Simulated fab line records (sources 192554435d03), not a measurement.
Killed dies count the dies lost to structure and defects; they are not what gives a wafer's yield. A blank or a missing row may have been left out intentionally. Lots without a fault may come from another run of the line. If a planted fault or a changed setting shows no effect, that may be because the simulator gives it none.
Lot-split experiment / flow n5Finfet / 21 wafers read from 7 lots, route of 1938 steps

== ABOUT THE SPLIT ==
At N5_WELL_APT_EXPOSE_05 (exposes mask NWELL, defocus 0 nm, target cd 200 nm), the setting doseMj was moved away from the recipe's 20.3 on 6 of the 21 wafers read, by -3.7% to +4.3%. The other wafers ran this setting at the recipe's value.

== FROM THE SPLIT TO THE READING: what the file shows between them, 2 steps ==
- N5_WELL_APT_DEVELOP_07: develop time 45 s (also split here: developTimeS)
- N5_WELL_APT_HARDBAKE_12: time 120 s

== THE READING ==
cdNm (nm) at N5_WELL_APT_CD_MEAS_08, where the cd target is 200 nm. A value of 199.6 nm with a standard deviation of 2.3 nm is what fault-free wafers of this fab line usually give.

wafer=L074.1; tool, chamber at the split=krfScanner-01, 0; doseMj as run=21.17; against the recipe=+4.3%; cdNm, nm=206.8; against lot-mates on the recipe=+6.9
wafer=L074.4; tool, chamber at the split=krfScanner-01, 0; doseMj as run=20.3; against the recipe=recipe; cdNm, nm=199.9; against lot-mates on the recipe=-
wafer=L074.5; tool, chamber at the split=krfScanner-01, 0; doseMj as run=21.17; against the recipe=+4.3%; cdNm, nm=207.3; against lot-mates on the recipe=+7.4
wafer=L075.3; tool, chamber at the split=krfScanner-02, 0; doseMj as run=20.3; against the recipe=recipe; cdNm, nm=195.1; against lot-mates on the recipe=-
wafer=L075.4; tool, chamber at the split=krfScanner-02, 0; doseMj as run=20.3; against the recipe=recipe; cdNm, nm=196.7; against lot-mates on the recipe=-
wafer=L075.5; tool, chamber at the split=krfScanner-02, 0; doseMj as run=19.9; against the recipe=-2.0%; cdNm, nm=193.8; against lot-mates on the recipe=-2.1
wafer=L076.3; tool, chamber at the split=krfScanner-01, 0; doseMj as run=20.3; against the recipe=recipe; cdNm, nm=201.3; against lot-mates on the recipe=-
wafer=L076.4; tool, chamber at the split=krfScanner-01, 0; doseMj as run=20.3; against the recipe=recipe; cdNm, nm=202.4; against lot-mates on the recipe=-
wafer=L076.6; tool, chamber at the split=krfScanner-01, 0; doseMj as run=20.3; against the recipe=recipe; cdNm, nm=203.2; against lot-mates on the recipe=-
wafer=L078.2; tool, chamber at the split=krfScanner-02, 0; doseMj as run=20.3; against the recipe=recipe; cdNm, nm=196.7; against lot-mates on the recipe=-
wafer=L078.5; tool, chamber at the split=krfScanner-02, 0; doseMj as run=19.55; against the recipe=-3.7%; cdNm, nm=190.4; against lot-mates on the recipe=-6.2
wafer=L078.6; tool, chamber at the split=krfScanner-02, 0; doseMj as run=20.3; against the recipe=recipe; cdNm, nm=196.6; against lot-mates on the recipe=-
wafer=L089.1; tool, chamber at the split=krfScanner-01, 0; doseMj as run=20.3; against the recipe=recipe; cdNm, nm=202.2; against lot-mates on the recipe=-
wafer=L089.3; tool, chamber at the split=krfScanner-01, 0; doseMj as run=19.84; against the recipe=-2.3%; cdNm, nm=197.1; against lot-mates on the recipe=-4.5
wafer=L089.4; tool, chamber at the split=krfScanner-01, 0; doseMj as run=20.3; against the recipe=recipe; cdNm, nm=201.1; against lot-mates on the recipe=-
wafer=L091.2; tool, chamber at the split=krfScanner-01, 0; doseMj as run=20.3; against the recipe=recipe; cdNm, nm=197.4; against lot-mates on the recipe=-
wafer=L091.3; tool, chamber at the split=krfScanner-01, 0; doseMj as run=20.3; against the recipe=recipe; cdNm, nm=197.4; against lot-mates on the recipe=-
wafer=L091.4; tool, chamber at the split=krfScanner-01, 0; doseMj as run=20.3; against the recipe=recipe; cdNm, nm=197.3; against lot-mates on the recipe=-
wafer=L092.1; tool, chamber at the split=krfScanner-02, 0; doseMj as run=20.3; against the recipe=recipe; cdNm, nm=198.4; against lot-mates on the recipe=-
wafer=L092.2; tool, chamber at the split=krfScanner-02, 0; doseMj as run=20.3; against the recipe=recipe; cdNm, nm=198.9; against lot-mates on the recipe=-
wafer=L092.4; tool, chamber at the split=krfScanner-02, 0; doseMj as run=21.02; against the recipe=+3.5%; cdNm, nm=203.8; against lot-mates on the recipe=+5.2

THE FIT
A straight line over all 21 wafers: cdNm changes by +1.85 nm for each +1% of doseMj; r = +0.84; the points scatter about the line by 2.3 nm.
The same after taking each lot's own level away (the mean of its wafers on the recipe; 21 wafers): +1.63 nm for each +1%; r = +0.98; scatter 0.58 nm.
According to that fit, moving doseMj by its largest amount changes the reading by 7 nm.
From 195.90 to 202.30 nm: that is the span of the lots' own levels, equal to 2.8 times the standard deviation above.
So the lot-to-lot level changes the slope: the two fits differ.
Check: +6.99 nm against its lot-mates is what the line predicts for one of the wafers moved furthest among these (+4.3%) when that wafer is left out of the fit. It came out at +6.9 nm against them.

== THE OTHER SPLITS THESE WAFERS WENT THROUGH ==
Note: prior to the reading, these wafers also went through further splits. Each is held against what the fit with the lots' levels taken away leaves over:
other split on the same wafers=N5_WELL_APT_DEVELOP_07 developTimeS; wafers away from the commonest value=9; r with cdNm (lot level and that fit taken away)=-0.20

== THE WHOLE CHAIN: every reading that the file lists as answering this split, in the file's order ==
step=N5_WELL_APT_CD_MEAS_08; what it does=target cd 200 nm; reading=cdNm; change (the file's fit)=+1.62 nm for each +1% of the setting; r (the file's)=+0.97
step=N5_WELL_APT_DESCUM_13; what it does=chemistry O2, time 7.9 s; reading=WELL_APT.cdNm (the simulator's own value, which no gauge read); change (the file's fit)=+1.57 nm for each +1% of the setting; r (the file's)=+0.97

== FILE'S OWN FIT ==
cdNm changes by +1.62 nm for each +1% of doseMj, r = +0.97.
